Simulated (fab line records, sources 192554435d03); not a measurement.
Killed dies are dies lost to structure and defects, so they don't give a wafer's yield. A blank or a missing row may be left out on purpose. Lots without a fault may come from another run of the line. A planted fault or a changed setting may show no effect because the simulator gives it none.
Split-lot experiment | flow n5_finfet | 7 lots, 21 wafers read, on a route of 1938 steps

THE SPLIT
At N5_PASSIVATION_ETCH_59 (etches TaN in Cl2/BCl3, target depth 65 nm, time 34.9 s), the setting time_s was moved away from the recipe's 34.9 s on 7 of the 21 wafers read, by -13.5% to +17.1%. The other wafers ran this setting at the recipe's value.

The reading is taken at the split's own step.

THE READING
etch.depth_nm (the simulator's own value, which no gauge read), in nm, at N5_PASSIVATION_ETCH_59 (etches TaN in Cl2/BCl3, target depth 65 nm, time 34.9 s). The file gives no usual value for it. The 14 wafers here that ran the recipe average 64.77 nm, standard deviation 1.3 nm.

wafer  | tool, chamber at the split | time_s as run, s | against the recipe | etch.depth_nm, nm | against lot-mates on the recipe
L074.1 | rie_metal-03, 0            | 30.18            | -13.5%             | 57.43             | no lot-mate on the recipe
L074.2 | rie_metal-03, 1            | 30.18            | -13.5%             | 58.01             | no lot-mate on the recipe
L074.6 | rie_metal-03, 1            | 30.18            | -13.5%             | 57.9              | no lot-mate on the recipe
L078.2 | rie_metal-03, 1            | 34.9             | recipe             | 66.68             | -
L078.3 | rie_metal-03, 1            | 34.9             | recipe             | 66.54             | -
L078.4 | rie_metal-03, 0            | 34.9             | recipe             | 65.92             | -
L080.1 | rie_metal-02, 1            | 34.9             | recipe             | 64.23             | -
L080.3 | rie_metal-02, 1            | 34.9             | recipe             | 64.38             | -
L080.4 | rie_metal-02, 0            | 34.9             | recipe             | 63.27             | -
L081.2 | rie_metal-02, 0            | 34.9             | recipe             | 63.99             | -
L081.4 | rie_metal-02, 1            | 38.09            | +9.1%              | 69.53             | +5.74
L081.5 | rie_metal-02, 0            | 34.9             | recipe             | 63.59             | -
L091.2 | rie_metal-02, 1            | 34.9             | recipe             | 63.94             | -
L091.4 | rie_metal-02, 0            | 40.86            | +17.1%             | 74.16             | +10.70
L091.5 | rie_metal-02, 0            | 34.9             | recipe             | 62.97             | -
L089.1 | rie_metal-01, 1            | 34.9             | recipe             | 64.2              | -
L089.2 | rie_metal-01, 0            | 34.9             | recipe             | 65.74             | -
L089.3 | rie_metal-01, 1            | 34.9             | recipe             | 64.29             | -
L093.1 | rie_metal-03, 1            | 30.49            | -12.6%             | 57.91             | -9.10
L093.2 | rie_metal-03, 1            | 34.9             | recipe             | 67.01             | -
L093.4 | rie_metal-03, 1            | 30.49            | -12.6%             | 58.66             | -8.35

THE FIT
A straight line over all 21 wafers: etch.depth_nm changes by +0.525 nm for each +1% of time_s; r = +0.96; the points scatter about the line by 1.1 nm.
The same after taking each lot's own level away (the mean of its wafers on the recipe; 18 wafers): +0.656 nm for each +1%; r = +0.99; scatter 0.5 nm.
On that fit, the largest move of time_s shifts the reading by 11 nm.
The lots' own levels span 63.455 to 67.010 nm, that is 2.8 times the standard deviation above.
So the lot-to-lot level changes the slope: the two fits differ.
Check: with one of the wafers moved furthest among these (+17.1%) left out of the fit, the line predicts +11.5 nm for it against its lot-mates. It came out at +10.7 nm against them.

OTHER SPLITS ON THESE WAFERS
These wafers also went through other splits before the reading. Each is held against what the fit with the lots' levels taken away leaves over:
other split on the same wafers        | wafers away from the commonest value | r with etch.depth_nm (lot level and that fit taken away)
N5_BEOL_M14_DEVELOP_27 develop_time_s | 9                                    | -0.07
N5_BEOL_M15_EXPOSE_25 dose_mj         | 6                                    | -0.28
N5_BEOL_M15_PEB_26 peb_temp_c         | 6                                    | -0.32
N5_MIM_BOT_ETCH_ETCH_00 icp_w         | 6                                    | +0.13

THE FILE'S OWN FIT
etch.depth_nm changes by +0.646 nm for each +1% of time_s, r = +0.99.
